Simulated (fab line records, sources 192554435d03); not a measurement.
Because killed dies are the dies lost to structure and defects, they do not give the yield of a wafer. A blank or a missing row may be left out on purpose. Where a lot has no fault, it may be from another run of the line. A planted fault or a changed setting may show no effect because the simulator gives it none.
Matching of chambers	flow n5-finfet	4 sister chambers for N5_BEOL_M7_STRIP_67 on rie-diel-01
The step strips in CF4. 4 wafers are shown with their chamber, then 10 later ones without.

## WAFERS PAIRED WITH THEIR CHAMBERS
wafer	chamber	showerhead-plenum-p-Torr (Torr)
L078.3	3	1.89
L085.6	0	1.81
L090.2	2	1.78
L090.4	1	1.75

## WAFERS WITH NO CHAMBER GIVEN
wafer	showerhead-plenum-p-Torr (Torr)
L090.6	1.78
L093.1	1.78
L093.2	1.75
L093.3	1.81
L093.4	1.88
L093.5	1.88
L093.6	1.81
L092.2	1.77
L092.4	1.88
L092.6	1.81

## WHICH CHAMBER EACH WENT THROUGH
wafer	from the rows above	in truth
L090.6	2	2
L093.1	2	2
L093.2	1	1
L093.3	0	0
L093.4	3	3
L093.5	3	3
L093.6	0	0
L092.2	can't be placed: 2 or 1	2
L092.4	3	3
L092.6	0	0
Correct placement for 9 of the 10. Can't be placed from these rows: 1 (the true chamber is among the candidates in 1). Number placed wrongly: 0.
How it was worked out, from the rows above alone: a wafer's distance from a chamber is the root of the sum, over the readings, of the square of ((its reading less the chamber's mean) divided by the reading's scatter). The wafer belongs to the nearest chamber; if the next one is less than 2 further off, it can't be placed. The mean given for a chamber averages the wafers shown for that chamber. The scatter: root of mean squared gap, hidden wafer to nearest shown wafer, with one shown wafer a chamber.
